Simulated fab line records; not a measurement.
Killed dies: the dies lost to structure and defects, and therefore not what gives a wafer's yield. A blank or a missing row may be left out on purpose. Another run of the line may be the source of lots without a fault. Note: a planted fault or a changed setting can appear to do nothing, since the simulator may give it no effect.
What tool caused it? ; flow n5-finfet ; 72 wafers from 24 lots sampled at 6 of the route's 1938 steps

WHAT THE GAUGES READ, wafer by wafer
N5_BEOL_M4_CD_MEAS_35: target cd 18 nm, target cd y 22.4 nm.
lot;measured;on;cd-nm (nm)
L074;day 7 17:33;cd-sem-02;17.8 17.8 17.3
L076;day 7 21:06;cd-sem-01;17.8 17.9 17.7
L075;day 8 00:19;cd-sem-03;17.8 18.4 18.1
L077;day 8 06:40;cd-sem-03;18.3 17.9 17.7
L078;day 8 07:46;cd-sem-02;16.9 17.7 17.8
L079;day 8 17:51;cd-sem-02;17.9 17.7 18.2
L080;day 9 07:22;cd-sem-03;18.6 17.9 17.4
L082;day 9 11:43;cd-sem-03;18.1 17.7 18.3
L081;day 9 11:50;cd-sem-02;17.9 18.0 17.8
L083;day 9 19:38;cd-sem-02;17.8 18.5 17.5
L084;day 10 07:14;cd-sem-03;17.7 17.9 18.5
L085;day 10 13:48;cd-sem-03;18.0 17.8 18.2
L086;day 10 18:46;cd-sem-02;18.7 18.2 17.6
L087;day 10 22:50;cd-sem-03;18.7 18.1 18.2
L088;day 10 23:08;cd-sem-02;17.7 18.0 17.9
L089;day 11 08:25;cd-sem-01;17.5 18.1 18.3
L090;day 11 18:11;cd-sem-01;18.3 18.2 17.6
L091;day 12 05:24;cd-sem-02;18.4 18.3 17.9
L092;day 12 05:38;cd-sem-02;18.3 18.3 18.0
L093;day 12 20:43;cd-sem-02;18.4 17.9 18.2
L095;day 13 05:02;cd-sem-01;17.6 18.1 18.1
L096;day 13 06:44;cd-sem-03;18.2 18.3 18.3
L094;day 13 07:53;cd-sem-03;18.8 17.6 18.1
L097;day 13 20:44;cd-sem-02;17.7 17.7 17.5

N5_BEOL_M5_CD_MEAS_11 targets a cd of 27.74 nm.
lot;measured;on;cd-nm (nm)
L074;day 8 00:56;cd-sem-01;28.19 28.22 28.15
L076;day 8 04:46;cd-sem-03;27.97 28.35 28.36
L075;day 8 07:55;cd-sem-02;28.09 27.91 27.66
L077;day 8 13:38;cd-sem-03;27.87 27.93 28.07
L078;day 8 16:02;cd-sem-02;27.83 27.67 27.76
L079;day 9 01:32;cd-sem-01;28.06 27.94 28.15
L080;day 9 14:23;cd-sem-02;28.17 28.38 28.04
L082;day 9 19:50;cd-sem-01;28.65 28.36 28.01
L081;day 9 19:59;cd-sem-01;28.00 28.52 28.00
L083;day 10 04:34;cd-sem-03;28.32 28.37 28.54
L084;day 10 13:53;cd-sem-01;27.82 28.04 28.08
L085;day 10 22:55;cd-sem-02;27.94 28.22 27.91
L086;day 11 02:35;cd-sem-02;28.18 27.91 28.16
L087;day 11 06:25;cd-sem-01;27.97 28.03 28.24
L088;day 11 07:33;cd-sem-01;27.58 27.68 27.44
L089;day 11 17:13;cd-sem-01;28.05 28.11 28.17
L090;day 12 02:17;cd-sem-01;28.09 28.05 27.87
L091;day 12 12:31;cd-sem-01;28.52 28.35 27.92
L092;day 12 15:29;cd-sem-01;28.31 27.99 28.32
L093;day 13 04:13;cd-sem-01;28.22 27.99 28.44
L095;day 13 10:51;cd-sem-02;28.03 28.44 27.98
L096;day 13 12:48;cd-sem-02;27.99 28.27 28.00
L094;day 13 15:42;cd-sem-03;28.11 28.08 28.14
L097;day 14 03:22;cd-sem-01;28.04 28.26 28.10

WHICH TOOL RAN EACH LOT (tool, then ch and the chambers of the sampled wafers, then the start)
lot;N5_BEOL_M4_ANNEAL_82;N5_BEOL_M4_SPUTTER_90;N5_BEOL_M4_SPUTTER_94;N5_BEOL_M4_DEP_57
L074;pvd-sputter-01, day 7 18:54;pvd-sputter-01, day 7 19:29;pvd-sputter-01, day 7 19:55;pecvd-03 ch 0,1,2, day 7 21:15
L076;pvd-sputter-01, day 7 22:58;pvd-sputter-01, day 7 23:32;pvd-sputter-01, day 7 23:59;pecvd-01 ch 0,2, day 8 01:11
L075;pvd-sputter-03, day 8 02:58;pvd-sputter-03, day 8 03:32;pvd-sputter-03, day 8 03:59;pecvd-04 ch 0,2, day 8 05:15
L077;pvd-sputter-02, day 8 08:46;pvd-sputter-02, day 8 09:21;pvd-sputter-02, day 8 09:47;pecvd-04 ch 0,2, day 8 10:59
L078;pvd-sputter-01, day 8 11:05;pvd-sputter-01, day 8 11:40;pvd-sputter-01, day 8 12:07;pecvd-04 ch 0,2, day 8 13:23
L079;pvd-sputter-03, day 8 20:05;pvd-sputter-03, day 8 20:40;pvd-sputter-03, day 8 21:06;pecvd-03 ch 1,2, day 8 22:19
L080;pvd-sputter-02, day 9 08:58;pvd-sputter-02, day 9 09:33;pvd-sputter-02, day 9 09:59;pecvd-03 ch 1,2, day 9 11:13
L082;pvd-sputter-01, day 9 13:31;pvd-sputter-01, day 9 14:06;pvd-sputter-01, day 9 14:32;pecvd-04 ch 0,2, day 9 15:45
L081;pvd-sputter-02, day 9 14:24;pvd-sputter-02, day 9 14:59;pvd-sputter-02, day 9 15:25;pecvd-01 ch 1,2, day 9 17:18
L083;pvd-sputter-02, day 9 21:29;pvd-sputter-02, day 9 22:04;pvd-sputter-02, day 9 22:30;pecvd-04 ch 0,1,2, day 10 00:08
L084;pvd-sputter-01, day 10 08:31;pvd-sputter-01, day 10 09:06;pvd-sputter-01, day 10 09:32;pecvd-03 ch 0,1,2, day 10 10:44
L085;pvd-sputter-01, day 10 17:46;pvd-sputter-01, day 10 18:20;pvd-sputter-01, day 10 18:47;pecvd-01 ch 0,2, day 10 20:01
L086;pvd-sputter-02, day 10 20:26;pvd-sputter-02, day 10 21:01;pvd-sputter-02, day 10 21:27;pecvd-01 ch 0,1, day 10 22:39
L087;pvd-sputter-01, day 11 00:34;pvd-sputter-01, day 11 01:08;pvd-sputter-01, day 11 01:35;pecvd-01 ch 0,1, day 11 02:48
L088;pvd-sputter-03, day 11 02:29;pvd-sputter-03, day 11 03:04;pvd-sputter-03, day 11 03:30;pecvd-03 ch 0,2, day 11 04:51
L089;pvd-sputter-01, day 11 11:41;pvd-sputter-01, day 11 12:16;pvd-sputter-01, day 11 12:43;pecvd-03 ch 0,1,2, day 11 13:55
L090;pvd-sputter-03, day 11 20:28;pvd-sputter-03, day 11 21:03;pvd-sputter-03, day 11 21:29;pecvd-03 ch 0,1,2, day 11 22:41
L091;pvd-sputter-02, day 12 07:38;pvd-sputter-02, day 12 08:17;pvd-sputter-02, day 12 08:46;pecvd-03 ch 0,1,2, day 12 10:02
L092;pvd-sputter-03, day 12 09:21;pvd-sputter-03, day 12 09:56;pvd-sputter-03, day 12 10:22;pecvd-03 ch 0,1, day 12 11:35
L093;pvd-sputter-02, day 12 23:08;pvd-sputter-02, day 12 23:43;pvd-sputter-02, day 13 00:09;pecvd-04 ch 0,1,2, day 13 01:21
L095;pvd-sputter-02, day 13 06:13;pvd-sputter-02, day 13 06:47;pvd-sputter-02, day 13 07:14;pecvd-01 ch 0,2, day 13 08:30
L096;pvd-sputter-02, day 13 08:10;pvd-sputter-02, day 13 08:45;pvd-sputter-02, day 13 09:11;pecvd-03 ch 0,1, day 13 10:23
L094;pvd-sputter-02, day 13 10:15;pvd-sputter-02, day 13 10:50;pvd-sputter-02, day 13 11:16;pecvd-03 ch 1,2, day 13 12:40
L097;pvd-sputter-03, day 13 22:13;pvd-sputter-03, day 13 22:47;pvd-sputter-03, day 13 23:14;pecvd-04 ch 1,2, day 14 00:26
- N5_BEOL_M4_ANNEAL_82: time 240 s.
- N5_BEOL_M4_SPUTTER_90: material Cu, target thk 4.5 nm, time 8.29 s.
- N5_BEOL_M4_SPUTTER_94: material Cu, target thk 4.5 nm, time 8.29 s.
- N5_BEOL_M4_DEP_57: deposits SiCN from 3MS/NH3, target thk 8 nm, time 14 s.

WHAT THE TOOLS THEMSELVES READ (means of the sampled wafers that have a number; where no wafer has one, the mark that the record gives instead)
N5_BEOL_M4_ANNEAL_82.
lot;tool;heater-power-w (W);susceptor_temp_C_max
L074;pvd-sputter-01;846;400.8
L076;pvd-sputter-01;793;400.4
L075;pvd-sputter-03;839;400.6
L077;pvd-sputter-02;820;401.1
L078;pvd-sputter-01;802;400.7
L079;pvd-sputter-03;798;401.0
L080;pvd-sputter-02;838;400.9
L082;pvd-sputter-01;868;400.7
L081;pvd-sputter-02;849;400.8
L083;pvd-sputter-02;854;401.0
L084;pvd-sputter-01;807;401.0
L085;pvd-sputter-01;844;400.7
L086;pvd-sputter-02;794;401.0
L087;pvd-sputter-01;767;400.6
L088;pvd-sputter-03;836;401.1
L089;pvd-sputter-01;788;401.0
L090;pvd-sputter-03;798;401.0
L091;pvd-sputter-02;862;400.7
L092;pvd-sputter-03;794;401.0
L093;pvd-sputter-02;840;401.0
L095;pvd-sputter-02;836;400.6
L096;pvd-sputter-02;856;400.8
L094;pvd-sputter-02;851;401.0
L097;pvd-sputter-03;821;400.8

N5_BEOL_M4_SPUTTER_90.
lot;tool;throttle-valve-pct (%)
L074;pvd-sputter-01;30.2
L076;pvd-sputter-01;30.5
L075;pvd-sputter-03;28.9
L077;pvd-sputter-02;29.0
L078;pvd-sputter-01;30.4
L079;pvd-sputter-03;30.3
L080;pvd-sputter-02;29.1
L082;pvd-sputter-01;29.9
L081;pvd-sputter-02;29.2
L083;pvd-sputter-02;28.8
L084;pvd-sputter-01;30.4
L085;pvd-sputter-01;30.9
L086;pvd-sputter-02;29.0
L087;pvd-sputter-01;30.9
L088;pvd-sputter-03;31.0
L089;pvd-sputter-01;30.4
L090;pvd-sputter-03;29.3
L091;pvd-sputter-02;28.9
L092;pvd-sputter-03;30.3
L093;pvd-sputter-02;29.0
L095;pvd-sputter-02;29.0
L096;pvd-sputter-02;28.9
L094;pvd-sputter-02;29.1
L097;pvd-sputter-03;30.6

N5_BEOL_M4_SPUTTER_94.
lot;tool;throttle-valve-pct (%)
L074;pvd-sputter-01;29.9
L076;pvd-sputter-01;30.1
L075;pvd-sputter-03;28.9
L077;pvd-sputter-02;29.1
L078;pvd-sputter-01;30.3
L079;pvd-sputter-03;30.2
L080;pvd-sputter-02;29.3
L082;pvd-sputter-01;29.8
L081;pvd-sputter-02;29.1
L083;pvd-sputter-02;28.9
L084;pvd-sputter-01;30.4
L085;pvd-sputter-01;31.0
L086;pvd-sputter-02;29.0
L087;pvd-sputter-01;30.7
L088;pvd-sputter-03;31.3
L089;pvd-sputter-01;30.3
L090;pvd-sputter-03;29.3
L091;pvd-sputter-02;29.1
L092;pvd-sputter-03;30.4
L093;pvd-sputter-02;29.2
L095;pvd-sputter-02;29.2
L096;pvd-sputter-02;29.1
L094;pvd-sputter-02;28.8
L097;pvd-sputter-03;30.6

N5_BEOL_M4_DEP_57.
lot;tool;showerhead-plenum-p-Torr (Torr);showerhead-vpp-V (V);throttle-valve-pct (%)
L074;pecvd-03;3.660;832;9.0
L076;pecvd-01;3.648;797;8.8
L075;pecvd-04;3.662;908;8.4
L077;pecvd-04;3.671;914;8.7
L078;pecvd-04;3.667;917;8.7
L079;pecvd-03;3.663;844;8.9
L080;pecvd-03;3.665;842;9.0
L082;pecvd-04;3.665;907;8.4
L081;pecvd-01;3.652;856;8.4
L083;pecvd-04;3.662;894;8.8
L084;pecvd-03;3.656;836;8.9
L085;pecvd-01;3.654;838;8.6
L086;pecvd-01;3.639;780;9.2
L087;pecvd-01;3.647;804;9.1
L088;pecvd-03;3.653;826;8.9
L089;pecvd-03;3.660;840;9.0
L090;pecvd-03;3.660;828;9.0
L091;pecvd-03;3.659;842;9.0
L092;pecvd-03;3.660;842;9.0
L093;pecvd-04;3.665;889;8.8
L095;pecvd-01;3.657;848;8.5
L096;pecvd-03;3.659;840;9.0
L094;pecvd-03;3.656;841;8.8
L097;pecvd-04;3.660;882;8.4

THE ANSWER, worked out from the rows above alone
Rule: the lots themselves supply what counts as usual. The widest of any qualifying gaps counts: lots, ordered by their means at a reading, are off when they make up no more than a third of the lots, leave a main group of 4 or more, and stand apart from it by 3 or more times the standard deviation of that group's means. Not used: any main group whose means are identical at the precision the tables above print for the reading. A lot without any number at a reading at which 4 lots or more have one is off too. Where the step has rows for the other lots, those lots are counted as sound. After the gauges, taken in route order, come the tools' own readings; for these a lot's mean is taken, as printed above. The first step at which some lot is off is used, and at that step the reading that is off furthest; a lot without a number counts as furthest.
No lot is off at any reading shown: from this, nothing can be told.

WHAT THE SIMULATOR PUT IN
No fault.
